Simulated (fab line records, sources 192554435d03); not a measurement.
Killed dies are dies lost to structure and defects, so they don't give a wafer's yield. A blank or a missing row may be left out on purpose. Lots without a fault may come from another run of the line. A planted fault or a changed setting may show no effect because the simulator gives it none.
Chamber matching | flow n5_finfet | N5_FIN_CUT_CUT_ETCH_28 on rie_si-05: 4 sister chambers
The step etches Si in HBr/Cl2/O2, target depth 6 nm, time 2.4 s. 8 wafers are shown with their chamber, then 9 later ones without.

WAFERS WITH THEIR CHAMBER
wafer  | chamber | drypump_motor_current_A (A) | throttle_valve_pct (%)
L079.5 | 1       | 5.3                         | 37.08
L080.1 | 2       | 5.5                         | 37.01
L080.2 | 3       | 5.6                         | 37.09
L080.6 | 2       | 5.5                         | 37.02
L083.3 | 3       | 5.7                         | 37.11
L084.1 | 0       | 6.0                         | 37.28
L084.3 | 1       | 5.2                         | 37.09
L084.5 | 0       | 6.0                         | 37.28

WAFERS WITHOUT THEIR CHAMBER
wafer  | drypump_motor_current_A (A) | throttle_valve_pct (%)
L091.1 | 5.7                         | 37.12
L091.2 | 5.5                         | 37.03
L091.5 | 5.9                         | 37.27
L092.1 | 5.6                         | 37.10
L092.4 | 6.0                         | 37.28
L092.5 | 5.6                         | 37.11
L096.1 | 5.7                         | 37.11
L096.2 | 5.5                         | 37.03
L096.6 | 6.0                         | 37.27

WHICH CHAMBER EACH WENT THROUGH
wafer  | from the rows above | in truth
L091.1 | 3                   | 3
L091.2 | 2                   | 2
L091.5 | 0                   | 0
L092.1 | 3                   | 3
L092.4 | 0                   | 0
L092.5 | 3                   | 3
L096.1 | 3                   | 3
L096.2 | 2                   | 2
L096.6 | 0                   | 0
Placed correctly: 9 of 9. Can't be placed from these rows: 0. Placed wrongly: 0.
How it was worked out, from the rows above alone: a wafer's distance from a chamber is the root of the sum, over the readings, of the square of ((its reading less the chamber's mean) divided by the reading's scatter). The wafer belongs to the nearest chamber; if the next one is less than 2 further off, it can't be placed. A chamber's mean is the mean of its shown wafers. The scatter: the root of (the sum of the squares of (reading less its chamber's mean) over the shown wafers, divided by (wafers less chambers)).
